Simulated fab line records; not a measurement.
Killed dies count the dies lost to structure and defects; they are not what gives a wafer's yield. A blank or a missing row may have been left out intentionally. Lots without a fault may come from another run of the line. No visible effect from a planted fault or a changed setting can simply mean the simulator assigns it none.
Which tool was responsible?    flow n5_finfet    9 lots with 27 wafers sampled at 5 steps, on a route of 1938 steps

== WHAT THE GAUGES READ, wafer by wafer ==
N5_SPACER0_INSPECT_04: inspects for defects (darkfield). Usual: raw_defect_count 129, standard deviation 31.
lot   measured     on                 raw_defect_count  flag
L323  day 3 12:53  defect_inspect-01  71 135 157        
L324  day 3 18:43  defect_inspect-01  150 158 147       
L328  day 4 18:05  defect_inspect-01  122 103 151       
L330  day 5 06:11  defect_inspect-01  140 138 90        
L332  day 5 19:16  defect_inspect-01  117 76 90         
L335  day 6 14:27  defect_inspect-01  121 121 95        
L341  day 8 01:14  defect_inspect-02  130 107 94        
L342  day 8 08:17  defect_inspect-01  137 127 159       
L344  day 8 19:11  defect_inspect-01  147 118 110       

N5_BEOL_M4_RC_MEAS_101. Usual: DIBL_N 36.0 mV/V, standard deviation 1.4; DIBL_P 36.1 mV/V, standard deviation 1.4; IOFF_N 0.153 nA/um, standard deviation 0.02; IOFF_P 0.211 nA/um, standard deviation 0.026; ION_N 673 uA/um, standard deviation 8.7; ION_P 463 uA/um, standard deviation 6.7; SS_N 71.5 mV/dec, standard deviation 0.5; SS_P 73.3 mV/dec, standard deviation 0.54; VT_N 250.1 mV, standard deviation 2.4; VT_P -250.2 mV, standard deviation 2.9.
lot   measured      on         DIBL_N (mV/V)   DIBL_P (mV/V)   IOFF_N (nA/um)     IOFF_P (nA/um)     ION_N (uA/um)  ION_P (uA/um)  SS_N (mV/dec)   SS_P (mV/dec)   VT_N (mV)          VT_P (mV)             flag
L323  day 9 12:45   prober-01  35.9 34.6 34.8  37.2 35.3 35.5  0.165 0.135 0.134  0.230 0.205 0.207  680 672 662    463 465 465    71.5 71.2 71.1  74.1 73.6 73.3  247.7 252.1 254.0  -247.0 -247.1 -249.6  
L324  day 8 20:49   prober-01  38.0 37.3 37.5  35.9 34.0 34.4  0.154 0.138 0.139  0.196 0.168 0.178  667 668 671    454 448 457    71.5 71.7 71.3  73.9 72.9 73.1  250.2 249.0 252.9  -250.9 -253.1 -254.4  
L328  day 10 14:56  prober-01  34.6 34.5 35.4  35.6 34.9 36.6  0.142 0.141 0.153  0.207 0.189 0.216  669 669 672    465 454 465    71.8 71.3 71.6  73.1 73.5 73.7  251.7 252.4 249.5  -248.8 -252.2 -251.7  
L330  day 11 06:45  prober-01  34.6 34.2 35.7  35.7 35.0 36.7  0.140 0.127 0.151  0.202 0.192 0.220  667 671 683    464 464 470    71.3 70.6 72.0  73.1 73.6 73.2  250.4 252.5 249.6  -249.8 -248.7 -248.1  
L332  day 11 22:42  prober-02  33.7 34.2 36.5  35.3 35.4 38.1  0.126 0.141 0.173  0.196 0.199 0.238  657 685 681    457 462 470    71.5 71.2 72.2  73.2 73.5 73.6  254.5 253.0 249.7  -250.8 -251.9 -248.4  
L335  day 12 07:57  prober-02  38.1 35.8 36.0  38.3 35.9 36.6  0.197 0.165 0.167  0.275 0.225 0.232  691 683 679    467 473 468    72.3 72.1 71.6  74.0 73.4 73.6  248.2 246.7 246.9  -244.3 -250.4 -249.3  
L341  day 13 11:46  prober-01  36.4 35.9 36.6  37.7 36.6 37.7  0.149 0.147 0.155  0.211 0.201 0.210  674 670 676    466 463 465    71.7 72.0 71.9  73.7 72.8 73.6  251.9 250.3 248.7  -251.6 -251.4 -251.9  
L342  day 15 11:11  prober-02  34.5 33.6 34.5  36.3 33.6 35.7  0.150 0.121 0.142  0.208 0.162 0.187  664 659 665    459 449 454    70.8 70.5 70.2  73.9 73.1 72.9  246.7 250.9 249.3  -250.5 -253.8 -254.0  
L344  day 14 15:33  prober-01  34.3 33.8 34.8  36.0 35.2 36.4  0.141 0.135 0.147  0.198 0.188 0.205  673 665 668    466 460 463    71.7 71.2 71.6  73.2 73.0 73.7  251.4 251.8 250.1  -252.4 -251.7 -252.6  

== WHICH TOOL RAN EACH LOT (tool, then ch and the chambers of the sampled wafers, then the start) ==
lot   N5_DUMMY_GATE_TRIM_49            N5_DUMMY_GATE_HM_OPEN_21           N5_SD_EPI_N_COAT_32
L323  rie_si-03 ch 1,2,3, day 3 11:13  rie_diel-06 ch 1,3, day 3 11:38    litho_track-01 ch 0, day 3 12:55
L324  rie_si-02 ch 0,2, day 3 17:11    rie_diel-02 ch 0,1,2, day 3 17:28  litho_track-05 ch 0, day 3 18:45
L328  rie_si-02 ch 0,2,3, day 4 16:30  rie_diel-03 ch 1,2,3, day 4 16:47  litho_track-04 ch 0, day 4 18:07
L330  rie_si-03 ch 0,1,2, day 5 04:38  rie_diel-06 ch 1,3, day 5 04:55    litho_track-01 ch 0, day 5 06:13
L332  rie_si-02 ch 0,1,2, day 5 17:44  rie_diel-02 ch 0,1,3, day 5 18:01  litho_track-01 ch 0, day 5 19:18
L335  rie_si-03 ch 1,2,3, day 6 12:55  rie_diel-03 ch 0,2,3, day 6 13:11  litho_track-05 ch 0, day 6 14:29
L341  rie_si-04 ch 1,2, day 7 23:32    rie_diel-02 ch 2,3, day 7 23:59    litho_track-01 ch 0, day 8 01:16
L342  rie_si-04 ch 1,3, day 8 06:46    rie_diel-06 ch 0,1,2, day 8 07:02  litho_track-05 ch 0, day 8 08:19
L344  rie_si-02 ch 1,2,3, day 8 17:36  rie_diel-06 ch 0,1,2, day 8 17:54  litho_track-01 ch 0, day 8 19:13
- N5_DUMMY_GATE_TRIM_49: chemistry O2, time 29 s, target cd 14 nm.
- N5_DUMMY_GATE_HM_OPEN_21: chemistry CH3F/O2, target SiNx, target depth 120 nm, time 171.4 s.
- N5_SD_EPI_N_COAT_32: time 60 s, resist thk 350 nm.

== AS READ BY THE TOOLS THEMSELVES (means over the sampled wafers that have a number; for cases with no such wafer, the mark the record gives instead) ==
N5_DUMMY_GATE_TRIM_49. Usual: drypump_motor_current_A 5.7 A, standard deviation 0.45; he_backside_leak_sccm 2.9 sccm, standard deviation 0.46; oes_product_au 0.999 a.u., standard deviation 0.014; throttle_valve_pct 8.17 %, standard deviation 0.11.
lot   tool       drypump_motor_current_A (A)  he_backside_leak_sccm (sccm)  oes_product_au (a.u.)  throttle_valve_pct (%)  flag
L323  rie_si-03  5.6                          3.1                           1.009                  8.04                    
L324  rie_si-02  5.5                          2.9                           0.983                  8.28                    
L328  rie_si-02  5.8                          2.8                           0.977                  8.27                    
L330  rie_si-03  5.7                          3.1                           1.008                  8.14                    
L332  rie_si-02  5.9                          3.0                           0.993                  8.27                    
L335  rie_si-03  5.6                          3.0                           1.003                  8.03                    
L341  rie_si-04  5.9                          2.4                           1.010                  8.15                    
L342  rie_si-04  5.5                          2.6                           0.991                  8.12                    
L344  rie_si-02  6.2                          2.9                           0.998                  8.24                    

N5_DUMMY_GATE_HM_OPEN_21. Usual: value, then standard deviation, for each; drypump_motor_current_A 5.6 A / 0.47; mfc_ar_sccm 150.0 sccm / 0.48; oes_o_777_au 0.80 a.u. / 0.086; oes_product_au 0.80 a.u. / 0.095; rf_vpp_V 301.4 V / 2.1; showerhead_plenum_p_Torr 2.02 Torr / 0.087; throttle_valve_pct 16.43 % / 0.22.
lot   tool         drypump_motor_current_A (A)  mfc_ar_sccm (sccm)  oes_o_777_au (a.u.)  oes_product_au (a.u.)  rf_vpp_V (V)  showerhead_plenum_p_Torr (Torr)  throttle_valve_pct (%)  flag
L323  rie_diel-06  5.2                          150.3               0.81                 0.80                   302.2         2.00                             16.46                   
L324  rie_diel-02  5.2                          149.5               0.73                 0.73                   302.6         2.09                             16.49                   
L328  rie_diel-03  6.0                          150.1               0.81                 0.81                   302.4         2.06                             16.48                   
L330  rie_diel-06  5.3                          150.7               0.86                 0.87                   303.1         2.07                             16.25                   
L332  rie_diel-02  5.2                          149.9               0.73                 0.73                   299.7         2.06                             16.48                   
L335  rie_diel-03  5.9                          149.9               0.75                 0.75                   301.7         2.05                             16.55                   
L341  rie_diel-02  5.8                          150.4               0.75                 0.74                   299.4         2.04                             16.25                   
L342  rie_diel-06  5.7                          150.5               0.81                 0.80                   301.0         1.92                             16.50                   
L344  rie_diel-06  5.7                          149.9               0.80                 0.80                   299.7         1.92                             16.50                   

N5_SD_EPI_N_COAT_32. Usual: heater_power_total_W 500.5 W, standard deviation 1.8; plate_temp_C 250.00 C, standard deviation 0.17; spin_speed_rpm 1499.8 rpm, standard deviation 1.1.
lot   tool            heater_power_total_W (W)  plate_temp_C (C)  spin_speed_rpm (rpm)  flag
L323  litho_track-01  500.9                     250.06            1499.5                
L324  litho_track-05  499.8                     250.03            1499.3                
L328  litho_track-04  501.3                     249.93            1501.1                
L330  litho_track-01  500.9                     249.91            1500.5                
L332  litho_track-01  497.9                     249.87            1499.9                
L335  litho_track-05  501.2                     249.88            1499.4                
L341  litho_track-01  477.4                     240.95            1498.7                OFF
L342  litho_track-05  499.1                     250.05            1500.0                
L344  litho_track-01  478.2                     240.97            1497.8                OFF

== THE ANSWER, worked out from the rows above alone ==
Rule: a lot is off if the mean of its wafers that have a number lies more than 3 standard deviations from the usual mean. Also off: a lot with no number at a reading for which 4 or more lots have one. Where the step has rows for the other lots, those lots are counted as sound. Order of review: gauges by route order, followed by the tools' own readings, for which a lot's mean as printed above is used. At the first step where some lot is off, the reading lying furthest off is the one used; lots without a number count as furthest.
Off: L341, L344, at N5_SD_EPI_N_COAT_32 (plate_temp_C).
A tool fits if, at that step or a process step before it, it ran every lot that is off, and no sound lot after the first of them. One fits: litho_track-01 at N5_SD_EPI_N_COAT_32. A fault onset in the window from L332 (day 5 19:18, its last sound lot) to L341 (day 8 01:16, its first lot off) fits.
The tool's own readings at N5_SD_EPI_N_COAT_32 bear it out: on the lots that are off they differ by more than 5 times the standard deviation of the sound lots' means. heater_power_total_W reads 477.8 W there against 500.2 W on the sound lots; plate_temp_C reads 240.96 C there against 249.96 C on the sound lots.

== WHAT THE SIMULATOR HAD INSERTED ==
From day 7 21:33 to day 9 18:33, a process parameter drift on litho_track-01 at N5_SD_EPI_N_COAT_32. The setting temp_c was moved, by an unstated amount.
Struck lots among those shown: L341, L344. The rule above reached the same finding.
